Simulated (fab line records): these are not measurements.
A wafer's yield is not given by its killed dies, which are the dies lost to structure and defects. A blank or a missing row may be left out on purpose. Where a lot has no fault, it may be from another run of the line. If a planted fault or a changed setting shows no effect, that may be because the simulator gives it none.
The tool behind it: which one? :: flow n5 finfet :: 12 lots with 36 wafers sampled at 5 steps, on a route of 1938 steps

== WHAT THE GAUGES READ, wafer by wafer ==
N5_BEOL_M5_THK_MEAS_01.
lot: L074
measured: day 10 19:07
on: film metro-02
M5_ILD_THK (nm): 118.3 120.9 121.0

lot: L077
measured: day 11 05:55
on: film metro-01
M5_ILD_THK (nm): 119.5 119.7 120.8

lot: L083
measured: day 11 20:18
on: film metro-01
M5_ILD_THK (nm): 120.9 121.4 125.3

lot: L081
measured: day 12 13:12
on: film metro-02
M5_ILD_THK (nm): 124.3 122.9 123.9

lot: L085
measured: day 13 02:01
on: film metro-01
M5_ILD_THK (nm): 122.6 123.1 123.8

lot: L080
measured: day 13 04:42
on: film metro-02
M5_ILD_THK (nm): 120.7 122.0 121.2

lot: L086
measured: day 14 02:47
on: film metro-02
M5_ILD_THK (nm): 120.4 122.6 122.1

lot: L088
measured: day 14 06:11
on: film metro-02
M5_ILD_THK (nm): 120.5 122.5 123.8

lot: L090
measured: day 14 12:12
on: film metro-01
M5_ILD_THK (nm): 119.9 121.5 121.9

lot: L091
measured: day 15 07:35
on: film metro-02
M5_ILD_THK (nm): 120.4 119.6 121.2

lot: L095
measured: day 16 04:04
on: film metro-02
M5_ILD_THK (nm): 120.8 122.4 121.6

lot: L096
measured: day 16 13:35
on: film metro-01
M5_ILD_THK (nm): 122.9 119.4 121.4

== WHICH TOOL RAN EACH LOT (tool, then ch and the chambers of the sampled wafers, then the start) ==
lot: L074
N5_BEOL_M4_ALD_84: ald metal-03 ch 0,2,3, day 10 14:05
N5_BEOL_M4_ANNEAL_82: pvd sputter-02, day 10 15:09
N5_BEOL_M4_SPUTTER_88: pvd sputter-02, day 10 15:31
N5_BEOL_M4_SPUTTER_96: pvd sputter-02, day 10 16:23

lot: L077
N5_BEOL_M4_ALD_84: ald metal-01 ch 1,2,3, day 11 00:13
N5_BEOL_M4_ANNEAL_82: pvd sputter-03, day 11 02:02
N5_BEOL_M4_SPUTTER_88: pvd sputter-03, day 11 02:24
N5_BEOL_M4_SPUTTER_96: pvd sputter-03, day 11 03:17

lot: L083
N5_BEOL_M4_ALD_84: ald metal-01 ch 0,2, day 11 14:47
N5_BEOL_M4_ANNEAL_82: pvd sputter-03, day 11 15:54
N5_BEOL_M4_SPUTTER_88: pvd sputter-03, day 11 16:16
N5_BEOL_M4_SPUTTER_96: pvd sputter-03, day 11 17:08

lot: L081
N5_BEOL_M4_ALD_84: ald metal-03 ch 0,3, day 12 08:17
N5_BEOL_M4_ANNEAL_82: pvd sputter-02, day 12 09:14
N5_BEOL_M4_SPUTTER_88: pvd sputter-02, day 12 09:36
N5_BEOL_M4_SPUTTER_96: pvd sputter-02, day 12 10:29

lot: L085
N5_BEOL_M4_ALD_84: ald metal-04 ch 1,2, day 12 19:38
N5_BEOL_M4_ANNEAL_82: pvd sputter-03, day 12 20:39
N5_BEOL_M4_SPUTTER_88: pvd sputter-03, day 12 21:01
N5_BEOL_M4_SPUTTER_96: pvd sputter-03, day 12 21:53

lot: L080
N5_BEOL_M4_ALD_84: ald metal-04 ch 0,1,2, day 12 23:28
N5_BEOL_M4_ANNEAL_82: pvd sputter-01, day 13 00:50
N5_BEOL_M4_SPUTTER_88: pvd sputter-01, day 13 01:11
N5_BEOL_M4_SPUTTER_96: pvd sputter-01, day 13 02:04

lot: L086
N5_BEOL_M4_ALD_84: ald metal-03 ch 0,1, day 13 21:50
N5_BEOL_M4_ANNEAL_82: pvd sputter-02, day 13 22:54
N5_BEOL_M4_SPUTTER_88: pvd sputter-02, day 13 23:16
N5_BEOL_M4_SPUTTER_96: pvd sputter-02, day 14 00:08

lot: L088
N5_BEOL_M4_ALD_84: ald metal-03 ch 0,1,3, day 14 01:06
N5_BEOL_M4_ANNEAL_82: pvd sputter-01, day 14 02:17
N5_BEOL_M4_SPUTTER_88: pvd sputter-01, day 14 02:38
N5_BEOL_M4_SPUTTER_96: pvd sputter-01, day 14 03:31

lot: L090
N5_BEOL_M4_ALD_84: ald metal-01 ch 2,3, day 14 05:11
N5_BEOL_M4_ANNEAL_82: pvd sputter-01, day 14 07:46
N5_BEOL_M4_SPUTTER_88: pvd sputter-01, day 14 08:07
N5_BEOL_M4_SPUTTER_96: pvd sputter-01, day 14 09:00

lot: L091
N5_BEOL_M4_ALD_84: ald metal-03 ch 0,3, day 15 02:38
N5_BEOL_M4_ANNEAL_82: pvd sputter-02, day 15 03:43
N5_BEOL_M4_SPUTTER_88: pvd sputter-02, day 15 04:04
N5_BEOL_M4_SPUTTER_96: pvd sputter-02, day 15 04:57

lot: L095
N5_BEOL_M4_ALD_84: ald metal-04 ch 0,3, day 15 22:59
N5_BEOL_M4_ANNEAL_82: pvd sputter-01, day 16 00:09
N5_BEOL_M4_SPUTTER_88: pvd sputter-01, day 16 00:31
N5_BEOL_M4_SPUTTER_96: pvd sputter-01, day 16 01:23

lot: L096
N5_BEOL_M4_ALD_84: ald metal-03 ch 1,2,3, day 16 08:14
N5_BEOL_M4_ANNEAL_82: pvd sputter-03, day 16 09:22
N5_BEOL_M4_SPUTTER_88: pvd sputter-03, day 16 09:44
N5_BEOL_M4_SPUTTER_96: pvd sputter-03, day 16 10:37
- N5_BEOL_M4_ALD_84: deposits TaN, pulse time 2 s, purge time 3 s, co reactant purge time 2 s.
- N5_BEOL_M4_ANNEAL_82: time 240 s.
- N5_BEOL_M4_SPUTTER_88: material Cu, target thk 4.5 nm, time 8.29 s.
- N5_BEOL_M4_SPUTTER_96: material Cu, target thk 4.5 nm, time 8.29 s.

== THE ANSWER, worked out from the rows above alone ==
Rule: what is usual is taken from the lots themselves. Put in order of their means at a reading, lots are off if they are a third of the lots or fewer, leave a main group of 4 or more, and stand apart from it by a gap of 3 or more times the standard deviation of the main group's means; of several such gaps the widest counts. Not used: any main group whose means are identical at the precision the tables above print for the reading. Also off: a lot with no number at a reading for which 4 or more lots have one. Where the step has rows for the other lots, those lots are counted as sound.
No lot is off at any reading shown: from this, nothing can be told.

== WHAT THE SIMULATOR PUT IN ==
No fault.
